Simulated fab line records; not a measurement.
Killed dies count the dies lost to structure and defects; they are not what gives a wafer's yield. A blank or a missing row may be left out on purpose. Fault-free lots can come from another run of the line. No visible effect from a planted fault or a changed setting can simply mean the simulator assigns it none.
The tool behind it: which one? :: flow nand_harc :: 12 lots with 36 wafers sampled at 2 steps, on a route of 1302 steps

WHAT THE GAUGES SHOWED, per wafer
NHARC_P_M2_THK_MEAS_24: measures by xrf.
lot: L075
measured: day 7 02:05
on: film_metro-01
thk_nm (nm): 144.7 142.5 144.9

lot: L077
measured: day 7 20:31
on: film_metro-02
thk_nm (nm): 140.8 143.3 143.0

lot: L078
measured: day 9 01:35
on: film_metro-02
thk_nm (nm): 142.1 143.8 144.0

lot: L081
measured: day 9 23:34
on: film_metro-01
thk_nm (nm): 143.4 144.6 144.2

lot: L083
measured: day 10 14:46
on: film_metro-02
thk_nm (nm): 142.5 143.6 144.9

lot: L085
measured: day 11 06:08
on: film_metro-01
thk_nm (nm): 144.3 146.0 145.7

lot: L087
measured: day 11 19:47
on: film_metro-01
thk_nm (nm): 141.4 141.7 141.5

lot: L089
measured: day 12 16:34
on: film_metro-02
thk_nm (nm): 141.2 143.4 143.4

lot: L091
measured: day 13 10:40
on: film_metro-02
thk_nm (nm): 143.0 144.0 144.8

lot: L093
measured: day 14 07:02
on: film_metro-02
thk_nm (nm): 145.6 142.7 143.9

lot: L095
measured: day 15 17:20
on: film_metro-01
thk_nm (nm): 145.4 142.8 142.4

lot: L097
measured: day 16 04:26
on: film_metro-02
thk_nm (nm): 144.7 144.7 145.7

WHICH TOOL RAN EACH LOT (tool, then ch and the chambers of the sampled wafers, then the start)
lot: L075
NHARC_P_M2_ETCH_15: rie_diel-03 ch 1,2,3, day 7 02:05 or earlier

lot: L077
NHARC_P_M2_ETCH_15: rie_diel-07 ch 0,1,2, day 7 20:31 or earlier

lot: L078
NHARC_P_M2_ETCH_15: rie_diel-07 ch 0,2,3, day 9 01:35 or earlier

lot: L081
NHARC_P_M2_ETCH_15: rie_diel-05 ch 0,1,3, day 9 23:34 or earlier

lot: L083
NHARC_P_M2_ETCH_15: rie_diel-05 ch 1,2,3, day 10 14:46 or earlier

lot: L085
NHARC_P_M2_ETCH_15: rie_diel-05 ch 0,1,3, day 11 06:08 or earlier

lot: L087
NHARC_P_M2_ETCH_15: rie_diel-07 ch 0,1,3, day 11 19:47 or earlier

lot: L089
NHARC_P_M2_ETCH_15: rie_diel-07 ch 0,2,3, day 12 16:34 or earlier

lot: L091
NHARC_P_M2_ETCH_15: rie_diel-03 ch 1,2, day 13 10:40 or earlier

lot: L093
NHARC_P_M2_ETCH_15: rie_diel-07 ch 1,3, day 14 07:02 or earlier

lot: L095
NHARC_P_M2_ETCH_15: rie_diel-07 ch 1,2,3, day 15 17:20 or earlier

lot: L097
NHARC_P_M2_ETCH_15: rie_diel-05 ch 0,1,2, day 16 04:26 or earlier
- NHARC_P_M2_ETCH_15: etches the open film in C4F8/Ar, target depth 182.5 nm, time 91.2 s.

THE ANSWER, worked out from the rows above alone
Rule: usual is defined by the lots themselves. Put in order of their means at a reading, lots are off if they are a third of the lots or fewer, leave a main group of 4 or more, and stand apart from it by a gap of 3 or more times the standard deviation of the main group's means; of several such gaps the widest counts. The tables above print the reading to a certain number of digits; a main group whose means all agree to those digits is not used. Also off: a lot with no number at a reading for which 4 or more lots have one. All remaining lots with rows at the step are treated as sound.
Across all readings shown, no lot is off: no conclusion can be drawn from this.

WHAT THE SIMULATOR PUT IN
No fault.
